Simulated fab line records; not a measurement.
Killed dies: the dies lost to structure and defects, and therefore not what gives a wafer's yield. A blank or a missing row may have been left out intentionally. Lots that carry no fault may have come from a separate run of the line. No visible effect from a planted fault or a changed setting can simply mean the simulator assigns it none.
Comparing a struck lot with a sound one :: flow n5Finfet :: 30 out of 1938 route steps
Sound: the wafers L600.1, L600.4, L600.5. Struck: wafers L609.1, L609.3, L609.6. At the end, the cause is stated.
For every step that has rows: the tool of each side, followed by ch and its chambers, followed by its first start. Under that, the readings that differ: sound wafers :: struck wafers :: difference of the means :: sigmas: that difference in standard deviations of wafers without a fault.
alike: words and numbers the same on both sides, and readings whose means are apart by under 2 such deviations; not compared: readings that were withheld, readings missing a value for some wafer, numbers with overlapping values and no deviation given by the record, and bounds like >300 which may hide the same value.
Wherever a step has rows on one side only, a row that says differs or no value, or a row with sigmas, the two part there. When numbers do not overlap yet have no deviation, they are printed without sigmas and do not part them. Lack of a reading on every wafer of one side parts them only where that side has two or more wafers.

first, 9 steps without rows for these wafers: N5_BEOL_M1_DESCUM_16 (chemistry O2, time 7 s); N5_BEOL_M1_ETCH_74 (etches underlayer in N2/H2, target depth 6.5 nm, time 5.2 s); N5_BEOL_M1_ETCH_63 (etches SiARC in CF4, target depth 15.6 nm, time 26 s); N5_BEOL_M1_ETCH_64 (etches SOC in N2/H2, target depth 75 nm, overetch 15 nm, time 112.5 s); N5_BEOL_M1_STRIP_65 (strips in N2/H2); N5_BEOL_M1_STRIP_75 (strips in N2/H2); N5_BEOL_M1_STRIP_66 (strips in CF4); N5_BEOL_M1_HM_OPEN_17 (chemistry Cl2/BCl3, target TiN, target depth 20 nm, overetch 6 nm); N5_BEOL_M1_STRIP_19 (strips in O2).
N5_BEOL_M1_COAT_67: time 60 s, resist thk 60 nm.
  sound on lithoTrack-05 ch 0, day 6 13:31; struck on lithoTrack-05 ch 0, day 8 11:27
reading: spinSpeedRpm (rpm)
sound: 1500.2 1500.2 1501.6
struck: 1458.6 1458.4 1458.3
difference: -42.2
sigmas: -38

reading: model.SOC_of_BEOL_M1_COAT_67.thkNm (nm)
sound: 60 60 59.8
struck: 60.8 61 61.2
difference: +1.1
sigmas: 
then, 13 steps without rows for these wafers: N5_BEOL_M1_COAT_68 (time 60 s, resist thk 12 nm); N5_BEOL_M1_COAT_76 (time 60 s, resist thk 5 nm); N5_BEOL_M1_COAT_22 (resist thk 30 nm); N5_BEOL_M1_EBR_24; N5_BEOL_M1_SOFTBAKE_23 (time 60 s); N5_BEOL_M1_EXPOSE_25 (exposes mask V0, defocus 5 nm, target cd 24 nm); N5_BEOL_M1_PEB_26 (peb time 60 s); N5_BEOL_M1_DEVELOP_27 (develop time 30 s); N5_BEOL_M1_DESCUM_33 (chemistry O2, time 7 s); N5_BEOL_M1_ETCH_77 (etches underlayer in N2/H2, target depth 6.5 nm, time 5.2 s); N5_BEOL_M1_ETCH_69 (etches SiARC in CF4, target depth 15.6 nm, time 26 s); N5_BEOL_M1_ALD_98 (deposits SiO2, target thk 2.5 nm, pulse time 1 s, co reactant pulse time 1 s); N5_BEOL_M1_ETCHBACK_99 (etches SiO2 in CHF3, target depth 5 nm, time 10.4 s).
N5_BEOL_M1_ETCH_70: etches SOC in N2/H2, target depth 80 nm, overetch 16 nm, time 120 s.
  sound on rieDiel-02 ch 1,3, day 6 20:55; struck on rieDiel-02 ch 0,2,3, day 8 18:42
reading: model.etch.depthNm (nm)
sound: 59.96 59.99 59.76
struck: 60.82 60.91 61.1
difference: +1.04
sigmas: 
  alike: drypumpMotorCurrentA, oesProductAu, rfVppV, showerheadPlenumPTorr, throttleValvePct
  not compared: rfHoursCounterH
then, 2 steps without rows for these wafers: N5_BEOL_M1_STRIP_71 (strips in N2/H2); N5_BEOL_M1_STRIP_78 (strips in N2/H2).
N5_BEOL_M1_VIA_ETCH_34: etches the open film in C4F6/O2, target depth 67.8 nm, time 64.4 s.
  sound on rieDiel-02 ch 1,3, day 6 21:01; struck on rieDiel-02 ch 0,2,3, day 8 18:48
reading: model.SOC_of_BEOL_M1_COAT_67.thkNm (nm)
sound: 52.2 52 52
struck: 53 52.8 53
difference: +1
sigmas: 
  alike: O2_flow_sccm, drypumpMotorCurrentA, oesProductAu, rfVppV, showerheadPlenumPTorr, throttleValvePct
  not compared: rfHoursCounterH
then, 1 step without rows for these wafers: N5_BEOL_M1_STRIP_83 (strips in C4F6/O2).
-- here the record skips 4 days between the struck wafers' starts before and after, leaving off in module BEOL_M1 and picking up in module BEOL_M4 (first step shown: number 1111 of the route) --
N5_BEOL_M4_RC_MEAS_101:
  sound on prober-01 ch 0, day 9 06:11; struck on prober-01 ch 0, day 12 19:11
  alike: DIBL_N, DIBL_P, IOFF_N, IOFF_P, ION_N, ION_P, SS_N, SS_P, VT_N, VT_P
-- a jump in the record: the struck wafers' starts before and after are 5 days apart (it breaks off in module BEOL_M4 and resumes in module PASSIVATION, where the first step shown is number 1936 of the route) --
N5_PASSIVATION_PROBE_49:
  sound: prober-02 at day 13 21:19; struck: prober-02 at day 17 09:19
reading: killedAtOther
sound: 6 13 10
struck: 0 5 5
difference: -6
sigmas: -2
  alike: defectLimitedYield, killed_at_M0_to_M3, killed_at_M4_up, killedAtContacts, killedAtFrontEnd, killedDies, killedOpen, killedShort, sort_bin_5_function, sort_bin_6_memory, sortNPass, sortYieldPct

WHERE THEY PART
Last at N5_PASSIVATION_PROBE_49 as far as this record goes, first at N5_BEOL_M1_COAT_67.

WHY: whatever the simulator had introduced
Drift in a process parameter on lithoTrack-05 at N5_BEOL_M1_COAT_67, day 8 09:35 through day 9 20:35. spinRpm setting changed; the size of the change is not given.
